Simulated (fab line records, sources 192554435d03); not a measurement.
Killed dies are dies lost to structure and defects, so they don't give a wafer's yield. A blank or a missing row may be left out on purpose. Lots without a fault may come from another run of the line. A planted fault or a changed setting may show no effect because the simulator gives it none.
Split-lot experiment | flow n5_finfet | 7 lots, 21 wafers read, on a route of 1938 steps

THE SPLIT
At N5_MOL_CONTACT_COAG_ETCH_15 (etches SiNx in CH3F/O2, stops on Si:P, target depth 7 nm), the setting source_w was moved away from the recipe's 395 W on 8 of the 21 wafers read, by -12.2% to +14.6%. The other wafers ran this setting at the recipe's value.

The reading is taken at the split's own step.

THE READING
rf_vpp_V, in V, at N5_MOL_CONTACT_COAG_ETCH_15 (etches SiNx in CH3F/O2, stops on Si:P, target depth 7 nm). Fault-free wafers of this fab line usually give 296 V, standard deviation 5.8 V.

wafer  | tool, chamber at the split | source_w as run, W | against the recipe | rf_vpp_V, V | against lot-mates on the recipe
L074.1 | rie_diel-02, 0             | 395                | recipe             | 298         | -
L074.3 | rie_diel-02, 2             | 353.9              | -10.4%             | 315         | +17
L074.6 | rie_diel-02, 0             | 395                | recipe             | 298         | -
L080.2 | rie_diel-06, 2             | 395                | recipe             | 291         | -
L080.3 | rie_diel-06, 0             | 395                | recipe             | 294         | -
L080.5 | rie_diel-06, 0             | 395                | recipe             | 294         | -
L089.2 | rie_diel-03, 0             | 395                | recipe             | 295         | -
L089.4 | rie_diel-03, 1             | 436.9              | +10.6%             | 275         | -20
L089.6 | rie_diel-03, 1             | 436.9              | +10.6%             | 273         | -22
L091.3 | rie_diel-06, 0             | 448.9              | +13.6%             | 278         | -31
L091.4 | rie_diel-06, 0             | 448.9              | +13.6%             | 277         | -32
L091.5 | rie_diel-06, 1             | 395                | recipe             | 309         | -
L092.3 | rie_diel-06, 1             | 346.7              | -12.2%             | 328         | +32
L092.4 | rie_diel-06, 2             | 395                | recipe             | 295         | -
L092.6 | rie_diel-06, 2             | 395                | recipe             | 297         | -
L093.1 | rie_diel-06, 0             | 452.6              | +14.6%             | 275         | -21
L093.4 | rie_diel-06, 1             | 452.6              | +14.6%             | 290         | -6
L093.5 | rie_diel-06, 2             | 395                | recipe             | 296         | -
L097.1 | rie_diel-06, 3             | 395                | recipe             | 292         | -
L097.4 | rie_diel-06, 2             | 395                | recipe             | 297         | -
L097.5 | rie_diel-06, 0             | 395                | recipe             | 293         | -

THE FIT
A straight line over all 21 wafers: rf_vpp_V changes by -1.59 V for each +1% of source_w; r = -0.89; the points scatter about the line by 6.2 V.
The same after taking each lot's own level away (the mean of its wafers on the recipe; 21 wafers): -1.8 V for each +1%; r = -0.92; scatter 5.9 V.
On that fit, the largest move of source_w shifts the reading by 26 V.
The lots' own levels span 293.0 to 309.0 V, that is 2.8 times the standard deviation above.
So the lot-to-lot level changes the slope: the two fits differ.
Check: with one of the wafers moved furthest among these (+14.6%) left out of the fit, the line predicts -26.5 V for it against its lot-mates. It came out at -21 V against them.
Tool readings at the split's step, against how far the setting was moved: rf_vpp_V r = -0.89.

OTHER SPLITS ON THESE WAFERS
These wafers also went through other splits before the reading. Each is held against what the fit with the lots' levels taken away leaves over:
other split on the same wafers | wafers away from the commonest value | r with rf_vpp_V (lot level and that fit taken away)
N5_GATE_CUT_DESCUM_18 time_s   | 8                                    | +0.26

THE FILE'S OWN FIT
rf_vpp_V changes by -1.84 V for each +1% of source_w, r = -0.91.
